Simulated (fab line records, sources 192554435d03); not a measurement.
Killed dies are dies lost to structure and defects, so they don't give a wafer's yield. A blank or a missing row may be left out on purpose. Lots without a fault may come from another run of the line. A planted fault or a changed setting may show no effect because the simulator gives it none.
Split-lot experiment | flow n5_finfet | 7 lots, 21 wafers read, on a route of 1938 steps

THE SPLIT
At N5_BEOL_M5_TRENCH_ETCH_37 (etches SiCOH lowk in C4F6/O2, target depth 71.652 nm, time 24.7 s), the setting source_w was moved away from the recipe's 345 W on 7 of the 21 wafers read, by -16.4% to +12.2%. The other wafers ran this setting at the recipe's value.

The reading is taken at the split's own step.

THE READING
rf_vpp_V, in V, at N5_BEOL_M5_TRENCH_ETCH_37 (etches SiCOH lowk in C4F6/O2, target depth 71.652 nm, time 24.7 s). Fault-free wafers of this fab line usually give 668 V, standard deviation 15 V.

wafer  | tool, chamber at the split | source_w as run, W | against the recipe | rf_vpp_V, V | against lot-mates on the recipe
L075.2 | rie_diel-03, 3             | 345                | recipe             | 644         | -
L075.3 | rie_diel-03, 1             | 345                | recipe             | 655         | -
L075.5 | rie_diel-03, 1             | 345                | recipe             | 655         | -
L085.1 | rie_diel-04, 0             | 345                | recipe             | 685         | -
L085.4 | rie_diel-04, 2             | 345                | recipe             | 681         | -
L085.6 | rie_diel-04, 0             | 288.3              | -16.4%             | 752         | +69
L084.3 | rie_diel-04, 1             | 326.3              | -5.4%              | 693         | +6
L084.5 | rie_diel-04, 0             | 326.3              | -5.4%              | 705         | +18
L084.6 | rie_diel-04, 3             | 345                | recipe             | 687         | -
L090.3 | rie_diel-01, 2             | 345                | recipe             | 674         | -
L090.4 | rie_diel-01, 3             | 345                | recipe             | 649         | -
L090.5 | rie_diel-01, 0             | 345                | recipe             | 665         | -
L093.3 | rie_diel-01, 0             | 345                | recipe             | 664         | -
L093.4 | rie_diel-01, 1             | 345                | recipe             | 673         | -
L093.5 | rie_diel-01, 1             | 345                | recipe             | 673         | -
L096.2 | rie_diel-01, 2             | 325                | -5.8%              | 694         | +26
L096.3 | rie_diel-01, 1             | 345                | recipe             | 673         | -
L096.5 | rie_diel-01, 0             | 345                | recipe             | 663         | -
L092.1 | rie_diel-03, 2             | 387.1              | +12.2%             | 599         | no lot-mate on the recipe
L092.3 | rie_diel-03, 1             | 387.1              | +12.2%             | 617         | no lot-mate on the recipe
L092.4 | rie_diel-03, 0             | 387.1              | +12.2%             | 625         | no lot-mate on the recipe

THE FIT
A straight line over all 21 wafers: rf_vpp_V changes by -4.77 V for each +1% of source_w; r = -0.93; the points scatter about the line by 12 V.
The same after taking each lot's own level away (the mean of its wafers on the recipe; 18 wafers): -3.96 V for each +1%; r = -0.93; scatter 7 V.
On that fit, the largest move of source_w shifts the reading by 65 V.
The lots' own levels span 651.3 to 687.0 V, that is 2.4 times the standard deviation above.
So the lot-to-lot level changes the slope: the two fits differ.
Check: with one of the wafers moved furthest among these (-16.4%) left out of the fit, the line predicts +50 V for it against its lot-mates. It came out at +69 V against them.
Tool readings at the split's step, against how far the setting was moved: rf_vpp_V r = -0.93.

OTHER SPLITS ON THESE WAFERS
These wafers also went through other splits before the reading. Each is held against what the fit with the lots' levels taken away leaves over:
other split on the same wafers              | wafers away from the commonest value | r with rf_vpp_V (lot level and that fit taken away)
N5_BEOL_M0_SAQP_SPACER2_ALD_26 target_thk_a | 4                                    | -0.01
N5_BEOL_M0_SAQP_COAT_69 spin_rpm            | 7                                    | +0.12
N5_BEOL_M1_PECVD_72 time_s                  | 6                                    | -0.27
N5_BEOL_M2_ALD_98 ald_cycles                | 8                                    | +0.17
N5_BEOL_M2_TRENCH_ETCH_37 source_w          | 11                                   | +0.12
N5_BEOL_M3_COAT_22 spin_rpm                 | 8                                    | +0.04

THE FILE'S OWN FIT
rf_vpp_V changes by -4.04 V for each +1% of source_w, r = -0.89.
